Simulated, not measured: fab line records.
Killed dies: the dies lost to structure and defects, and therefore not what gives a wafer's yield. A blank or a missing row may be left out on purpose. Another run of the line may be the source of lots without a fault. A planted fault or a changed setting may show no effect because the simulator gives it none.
Which tool did it? + flow n5 finfet + 24 lots with 72 wafers sampled at 6 steps, on a route of 1938 steps

WHAT EACH GAUGE READ, for each wafer
The record lacks any reading of a measuring or inspecting step that a usual standard deviation could be used to judge.

WHAT TOOL EACH LOT RAN ON (gives the tool, then ch and the chambers of the sampled wafers, and finally the start)
| lot  | N5_BEOL_M3_ALD_84                   | N5_BEOL_M3_SURFACE_TREAT_85  | N5_BEOL_M3_ANNEAL_49         | N5_BEOL_M3_ANNEAL_95         | N5_BEOL_M3_SPUTTER_96        | N5_BEOL_M3_DEP_57               |
|------|-------------------------------------|------------------------------|------------------------------|------------------------------|------------------------------|---------------------------------|
| L074 | ald metal-02 ch 1,3, day 8 12:23    | pvd sputter-01, day 8 12:48  | pvd sputter-03, day 8 13:14  | pvd sputter-03, day 8 14:46  | pvd sputter-03, day 8 14:55  | pecvd-01 ch 0,1, day 8 15:53    |
| L075 | ald metal-03 ch 0,1,3, day 8 18:27  | pvd sputter-01, day 8 18:40  | pvd sputter-02, day 8 19:04  | pvd sputter-02, day 8 20:37  | pvd sputter-02, day 8 20:45  | pecvd-04 ch 0,1, day 8 21:44    |
| L076 | ald metal-03 ch 1,2,3, day 8 21:37  | pvd sputter-01, day 8 21:53  | pvd sputter-01, day 8 22:16  | pvd sputter-01, day 8 23:48  | pvd sputter-01, day 8 23:56  | pecvd-04 ch 0,1,2, day 9 00:55  |
| L077 | ald metal-02 ch 1,3, day 8 21:41    | pvd sputter-01, day 8 21:56  | pvd sputter-02, day 8 22:43  | pvd sputter-02, day 9 00:15  | pvd sputter-02, day 9 00:23  | pecvd-01 ch 0,1,2, day 9 01:22  |
| L079 | ald metal-03 ch 0,3, day 8 21:49    | pvd sputter-02, day 8 22:09  | pvd sputter-01, day 9 00:06  | pvd sputter-01, day 9 01:38  | pvd sputter-01, day 9 01:47  | pecvd-04 ch 0,1, day 9 02:46    |
| L080 | ald metal-04 ch 1,3, day 8 21:56    | pvd sputter-03, day 8 22:10  | pvd sputter-03, day 9 00:13  | pvd sputter-03, day 9 01:46  | pvd sputter-03, day 9 01:54  | pecvd-02 ch 0,2, day 9 03:02    |
| L078 | ald metal-02 ch 1,2, day 9 03:43    | pvd sputter-01, day 9 04:00  | pvd sputter-01, day 9 04:19  | pvd sputter-01, day 9 05:51  | pvd sputter-01, day 9 05:59  | pecvd-04 ch 0,2, day 9 07:23    |
| L081 | ald metal-03 ch 2,3, day 9 04:13    | pvd sputter-03, day 9 04:27  | pvd sputter-01, day 9 06:09  | pvd sputter-01, day 9 07:41  | pvd sputter-01, day 9 07:50  | pecvd-04 ch 0,2, day 9 08:50    |
| L082 | ald metal-02 ch 0,1,2, day 9 04:21  | pvd sputter-03, day 9 04:34  | pvd sputter-03, day 9 06:44  | pvd sputter-03, day 9 08:16  | pvd sputter-03, day 9 08:25  | pecvd-04 ch 0,1,2, day 9 09:25  |
| L083 | ald metal-03 ch 0,2,3, day 10 16:50 | pvd sputter-01, day 10 17:05 | pvd sputter-02, day 10 17:28 | pvd sputter-02, day 10 19:01 | pvd sputter-02, day 10 19:09 | pecvd-04 ch 0,2, day 10 20:08   |
| L084 | ald metal-03 ch 0,1, day 10 17:07   | pvd sputter-02, day 10 17:21 | pvd sputter-01, day 10 17:48 | pvd sputter-01, day 10 19:20 | pvd sputter-01, day 10 19:29 | pecvd-01 ch 0,1,2, day 10 20:29 |
| L085 | ald metal-04 ch 2,3, day 10 17:20   | pvd sputter-01, day 10 17:41 | pvd sputter-01, day 10 19:43 | pvd sputter-01, day 10 21:16 | pvd sputter-01, day 10 21:24 | pecvd-01 ch 0,2, day 10 23:56   |
| L086 | ald metal-04 ch 0,1, day 10 20:44   | pvd sputter-03, day 10 20:58 | pvd sputter-01, day 10 21:41 | pvd sputter-01, day 10 23:13 | pvd sputter-01, day 10 23:22 | pecvd-02 ch 1,2, day 11 01:17   |
| L087 | ald metal-04 ch 0,2,3, day 11 10:34 | pvd sputter-02, day 11 10:49 | pvd sputter-03, day 11 11:07 | pvd sputter-03, day 11 12:40 | pvd sputter-03, day 11 12:48 | pecvd-04 ch 0,1, day 11 14:01   |
| L088 | ald metal-02 ch 0,1,3, day 11 10:38 | pvd sputter-03, day 11 10:52 | pvd sputter-02, day 11 11:11 | pvd sputter-02, day 11 12:44 | pvd sputter-02, day 11 12:52 | pecvd-02 ch 0,1,2, day 11 14:19 |
| L089 | ald metal-02 ch 1,3, day 11 21:30   | pvd sputter-01, day 11 21:43 | pvd sputter-01, day 11 22:08 | pvd sputter-01, day 11 23:40 | pvd sputter-01, day 11 23:49 | pecvd-04 ch 0,1,2, day 12 00:47 |
| L090 | ald metal-03 ch 0,3, day 12 01:04   | pvd sputter-01, day 12 01:19 | pvd sputter-02, day 12 03:00 | pvd sputter-02, day 12 04:32 | pvd sputter-02, day 12 04:41 | pecvd-04 ch 0,1, day 12 06:31   |
| L091 | ald metal-04 ch 1,2,3, day 12 07:59 | pvd sputter-02, day 12 09:49 | pvd sputter-01, day 12 10:20 | pvd sputter-01, day 12 11:52 | pvd sputter-01, day 12 12:01 | pecvd-02 ch 0,1,2, day 12 13:13 |
| L092 | ald metal-02 ch 0,1,3, day 12 15:22 | pvd sputter-01, day 12 15:39 | pvd sputter-01, day 12 15:57 | pvd sputter-01, day 12 17:29 | pvd sputter-01, day 12 17:38 | pecvd-01 ch 0,1, day 12 18:37   |
| L093 | ald metal-02 ch 1,2,3, day 12 18:31 | pvd sputter-03, day 12 18:50 | pvd sputter-03, day 12 19:12 | pvd sputter-03, day 12 20:44 | pvd sputter-03, day 12 20:53 | pecvd-01 ch 0,2, day 12 21:52   |
| L094 | ald metal-03 ch 0,1,2, day 13 01:39 | pvd sputter-02, day 13 01:59 | pvd sputter-01, day 13 02:32 | pvd sputter-01, day 13 04:04 | pvd sputter-01, day 13 04:13 | pecvd-01 ch 0,1, day 13 05:11   |
| L095 | ald metal-02 ch 0,2,3, day 13 05:13 | pvd sputter-02, day 13 05:25 | pvd sputter-01, day 13 05:53 | pvd sputter-01, day 13 07:26 | pvd sputter-01, day 13 07:34 | pecvd-01 ch 0,1,2, day 13 08:36 |
| L097 | ald metal-02 ch 2,3, day 13 08:32   | pvd sputter-02, day 13 08:58 | pvd sputter-03, day 13 09:38 | pvd sputter-03, day 13 11:10 | pvd sputter-03, day 13 11:19 | pecvd-04 ch 1,2, day 13 12:28   |
| L096 | ald metal-03 ch 0,3, day 13 08:41   | pvd sputter-03, day 13 09:26 | pvd sputter-01, day 13 10:43 | pvd sputter-01, day 13 12:15 | pvd sputter-01, day 13 12:23 | pecvd-01 ch 0,1, day 13 13:28   |
- N5_BEOL_M3_ALD_84: deposits TaN, pulse time 2 s, purge time 3 s, co reactant purge time 2 s.
- N5_BEOL_M3_SURFACE_TREAT_85
- N5_BEOL_M3_ANNEAL_49: time 240 s.
- N5_BEOL_M3_ANNEAL_95: time 240 s.
- N5_BEOL_M3_SPUTTER_96: material Cu, target thk 4.5 nm, time 8.29 s.
- N5_BEOL_M3_DEP_57: deposits SiCN from 3MS/NH3, target thk 8 nm, time 14 s.

AS READ BY THE TOOLS THEMSELVES (means over the sampled wafers that have a number; for cases with no such wafer, the mark the record gives instead)
N5_BEOL_M3_ALD_84.
| lot  | tool         | heater power w (W) | mfc carrier sccm (sccm) |
|------|--------------|--------------------|-------------------------|
| L074 | ald metal-02 | 404                | 1494                    |
| L075 | ald metal-03 | 409                | 1499                    |
| L076 | ald metal-03 | 428                | 1499                    |
| L077 | ald metal-02 | 394                | 1504                    |
| L079 | ald metal-03 | 359                | 1502                    |
| L080 | ald metal-04 | 454                | 1497                    |
| L078 | ald metal-02 | 419                | 1503                    |
| L081 | ald metal-03 | 381                | 1501                    |
| L082 | ald metal-02 | 417                | 1499                    |
| L083 | ald metal-03 | 413                | 1496                    |
| L084 | ald metal-03 | 460                | 1499                    |
| L085 | ald metal-04 | 451                | 1498                    |
| L086 | ald metal-04 | 432                | 1498                    |
| L087 | ald metal-04 | 454                | 1499                    |
| L088 | ald metal-02 | 402                | 1503                    |
| L089 | ald metal-02 | 385                | 1501                    |
| L090 | ald metal-03 | 382                | 1498                    |
| L091 | ald metal-04 | 452                | 1498                    |
| L092 | ald metal-02 | 406                | 1501                    |
| L093 | ald metal-02 | 411                | 1502                    |
| L094 | ald metal-03 | 457                | 1497                    |
| L095 | ald metal-02 | 424                | 1502                    |
| L097 | ald metal-02 | 421                | 1505                    |
| L096 | ald metal-03 | 392                | 1496                    |

N5_BEOL_M3_ANNEAL_49.
| lot  | tool           | heater power w (W) |
|------|----------------|--------------------|
| L074 | pvd sputter-03 | 885                |
| L075 | pvd sputter-02 | 811                |
| L076 | pvd sputter-01 | 804                |
| L077 | pvd sputter-02 | 826                |
| L079 | pvd sputter-01 | 733                |
| L080 | pvd sputter-03 | 965                |
| L078 | pvd sputter-01 | 799                |
| L081 | pvd sputter-01 | 804                |
| L082 | pvd sputter-03 | 903                |
| L083 | pvd sputter-02 | 792                |
| L084 | pvd sputter-01 | 796                |
| L085 | pvd sputter-01 | 786                |
| L086 | pvd sputter-01 | 895                |
| L087 | pvd sputter-03 | 910                |
| L088 | pvd sputter-02 | 786                |
| L089 | pvd sputter-01 | 761                |
| L090 | pvd sputter-02 | 814                |
| L091 | pvd sputter-01 | 787                |
| L092 | pvd sputter-01 | 919                |
| L093 | pvd sputter-03 | 873                |
| L094 | pvd sputter-01 | 843                |
| L095 | pvd sputter-01 | 697                |
| L097 | pvd sputter-03 | 862                |
| L096 | pvd sputter-01 | 744                |

N5_BEOL_M3_ANNEAL_95.
| lot  | tool           | heater power w (W) |
|------|----------------|--------------------|
| L074 | pvd sputter-03 | 884                |
| L075 | pvd sputter-02 | 806                |
| L076 | pvd sputter-01 | 798                |
| L077 | pvd sputter-02 | 816                |
| L079 | pvd sputter-01 | 744                |
| L080 | pvd sputter-03 | 941                |
| L078 | pvd sputter-01 | 807                |
| L081 | pvd sputter-01 | 815                |
| L082 | pvd sputter-03 | 902                |
| L083 | pvd sputter-02 | 806                |
| L084 | pvd sputter-01 | 803                |
| L085 | pvd sputter-01 | 784                |
| L086 | pvd sputter-01 | 902                |
| L087 | pvd sputter-03 | 905                |
| L088 | pvd sputter-02 | 806                |
| L089 | pvd sputter-01 | 757                |
| L090 | pvd sputter-02 | 806                |
| L091 | pvd sputter-01 | 792                |
| L092 | pvd sputter-01 | 878                |
| L093 | pvd sputter-03 | 872                |
| L094 | pvd sputter-01 | 841                |
| L095 | pvd sputter-01 | 705                |
| L097 | pvd sputter-03 | 867                |
| L096 | pvd sputter-01 | 756                |

N5_BEOL_M3_SPUTTER_96.
| lot  | tool           | chamber pressure pa (Pa) | throttle valve pct (%) |
|------|----------------|--------------------------|------------------------|
| L074 | pvd sputter-03 | 0.06995                  | 28.1                   |
| L075 | pvd sputter-02 | 0.07001                  | 30.1                   |
| L076 | pvd sputter-01 | 0.07016                  | 30.5                   |
| L077 | pvd sputter-02 | 0.06999                  | 30.0                   |
| L079 | pvd sputter-01 | 0.07014                  | 29.7                   |
| L080 | pvd sputter-03 | 0.06986                  | 30.8                   |
| L078 | pvd sputter-01 | 0.06985                  | 30.4                   |
| L081 | pvd sputter-01 | 0.06996                  | 30.5                   |
| L082 | pvd sputter-03 | 0.07004                  | 31.1                   |
| L083 | pvd sputter-02 | 0.06987                  | 30.4                   |
| L084 | pvd sputter-01 | 0.07001                  | 30.2                   |
| L085 | pvd sputter-01 | 0.06999                  | 29.3                   |
| L086 | pvd sputter-01 | 0.07014                  | 30.4                   |
| L087 | pvd sputter-03 | 0.07006                  | 30.1                   |
| L088 | pvd sputter-02 | 0.07008                  | 30.4                   |
| L089 | pvd sputter-01 | 0.06987                  | 30.9                   |
| L090 | pvd sputter-02 | 0.06995                  | 30.1                   |
| L091 | pvd sputter-01 | 0.07005                  | 30.0                   |
| L092 | pvd sputter-01 | 0.07009                  | 30.5                   |
| L093 | pvd sputter-03 | 0.06984                  | 29.5                   |
| L094 | pvd sputter-01 | 0.07016                  | 29.8                   |
| L095 | pvd sputter-01 | 0.07004                  | 30.0                   |
| L097 | pvd sputter-03 | 0.07007                  | 29.5                   |
| L096 | pvd sputter-01 | 0.06994                  | 29.7                   |

N5_BEOL_M3_DEP_57.
| lot  | tool     | showerhead plenum p Torr (Torr) | throttle valve pct (%) |
|------|----------|---------------------------------|------------------------|
| L074 | pecvd-01 | 3.646                           | 9.2                    |
| L075 | pecvd-04 | 3.668                           | 9.0                    |
| L076 | pecvd-04 | 3.671                           | 8.9                    |
| L077 | pecvd-01 | 3.650                           | 9.4                    |
| L079 | pecvd-04 | 3.675                           | 8.9                    |
| L080 | pecvd-02 | 3.671                           | 8.9                    |
| L078 | pecvd-04 | 3.683                           | 8.9                    |
| L081 | pecvd-04 | 3.675                           | 8.8                    |
| L082 | pecvd-04 | 3.667                           | 8.7                    |
| L083 | pecvd-04 | 3.680                           | 9.1                    |
| L084 | pecvd-01 | 3.640                           | 9.1                    |
| L085 | pecvd-01 | 3.645                           | 8.8                    |
| L086 | pecvd-02 | 3.667                           | 9.2                    |
| L087 | pecvd-04 | 3.655                           | 8.9                    |
| L088 | pecvd-02 | 3.668                           | 9.2                    |
| L089 | pecvd-04 | 3.664                           | 8.8                    |
| L090 | pecvd-04 | 3.672                           | 9.2                    |
| L091 | pecvd-02 | 3.666                           | 9.1                    |
| L092 | pecvd-01 | 3.654                           | 9.3                    |
| L093 | pecvd-01 | 3.642                           | 8.9                    |
| L094 | pecvd-01 | 3.654                           | 9.3                    |
| L095 | pecvd-01 | 3.646                           | 9.1                    |
| L097 | pecvd-04 | 3.652                           | 8.8                    |
| L096 | pecvd-01 | 3.647                           | 9.1                    |

THE ANSWER, worked out from the rows above alone
Rule: usual is defined by the lots themselves. The widest of any qualifying gaps counts: lots, ordered by their means at a reading, are off when they make up no more than a third of the lots, leave a main group of 4 or more, and stand apart from it by 3 or more times the standard deviation of that group's means. A main group whose means are all the same, to the digits that the tables above print for the reading, isn't used. A lot without any number at a reading at which 4 lots or more have one is off too. Where the step has rows for the other lots, those lots are counted as sound. First the gauges in route order, then the tools' own readings, where a lot's mean is used as printed above. At the first step where some lot is off, the reading lying furthest off is the one used; lots without a number count as furthest.
No lot is off at any reading shown: from this, nothing can be told.

WHAT THE SIMULATOR HAD INSERTED
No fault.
